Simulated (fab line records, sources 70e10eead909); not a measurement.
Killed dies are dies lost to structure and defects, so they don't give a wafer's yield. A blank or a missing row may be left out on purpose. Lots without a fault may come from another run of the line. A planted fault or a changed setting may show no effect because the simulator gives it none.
Chamber matching | flow nand_harc | NHARC_A_SGD_CUT_ETCH_58 on rie_diel-08: 4 sister chambers
The step etches the open film in CF4, target depth 39 nm, time 65 s. 16 wafers are shown with their chamber, then 8 later ones without.

WAFERS WITH THEIR CHAMBER
wafer  | chamber | showerhead_plenum_p_Torr (Torr) | drypump_motor_current_A (A) | rf_vpp_V (V)
L732.1 | 0       | 1.76                            | 6.3                         | 151.2
L732.2 | 1       | 1.75                            | 4.9                         | 150.8
L732.6 | 2       | 1.71                            | 4.9                         | 149.6
L735.1 | 2       | 1.71                            | 4.9                         | 150.6
L735.3 | 1       | 1.75                            | 5.0                         | 150.9
L735.6 | 2       | 1.71                            | 4.9                         | 150.8
L739.2 | 0       | 1.76                            | 6.3                         | 153.1
L739.5 | 2       | 1.71                            | 4.9                         | 150.4
L739.6 | 1       | 1.75                            | 4.9                         | 151.2
L743.3 | 0       | 1.76                            | 6.3                         | 150.1
L743.4 | 3       | 1.87                            | 5.9                         | 152.7
L743.6 | 1       | 1.75                            | 5.0                         | 151.9
L746.2 | 3       | 1.87                            | 5.9                         | 153.4
L746.4 | 0       | 1.76                            | 6.3                         | 150.8
L746.5 | 1       | 1.74                            | 5.0                         | 151.1
L747.1 | 0       | 1.76                            | 6.3                         | 151.6

SIGNATURES (means of the wafers above)
reading                  | chamber 0 | chamber 1 | chamber 2 | chamber 3 | scatter within a chamber
showerhead_plenum_p_Torr | 1.7600    | 1.7480    | 1.7100    | 1.8700    | 0.00258
drypump_motor_current_A  | 6.300     | 4.960     | 4.900     | 5.900     | 0.0316
rf_vpp_V                 | 151.360   | 151.180   | 150.350   | 153.050   | 0.755
Rule: a wafer's distance from a chamber is the root of the sum, over the readings, of the square of ((its reading less the chamber's mean) divided by the reading's scatter). The wafer belongs to the nearest chamber; if the next one is less than 2 further off, it can't be placed. The scatter: the root of (the sum of the squares of (reading less its chamber's mean) over the shown wafers, divided by (wafers less chambers)).

WAFERS WITHOUT THEIR CHAMBER
wafer  | showerhead_plenum_p_Torr (Torr) | drypump_motor_current_A (A) | rf_vpp_V (V)
L747.2 | 1.87                            | 5.9                         | 152.8
L747.3 | 1.70                            | 4.9                         | 149.6
L748.4 | 1.87                            | 5.9                         | 152.4
L748.5 | 1.87                            | 5.9                         | 150.5
L748.6 | 1.76                            | 6.3                         | 150.4
L753.2 | 1.74                            | 5.0                         | 149.9
L753.3 | 1.87                            | 5.9                         | 151.9
L753.5 | 1.74                            | 5.0                         | 149.6

WHICH CHAMBER EACH WENT THROUGH
wafer  | from the rows above | in truth
L747.2 | 3                   | 3
L747.3 | 2                   | 2
L748.4 | 3                   | 3
L748.5 | 3                   | 3
L748.6 | 0                   | 0
L753.2 | 1                   | 1
L753.3 | 3                   | 3
L753.5 | 1                   | 1
Placed correctly: 8 of 8. Can't be placed from these rows: 0. Placed wrongly: 0.
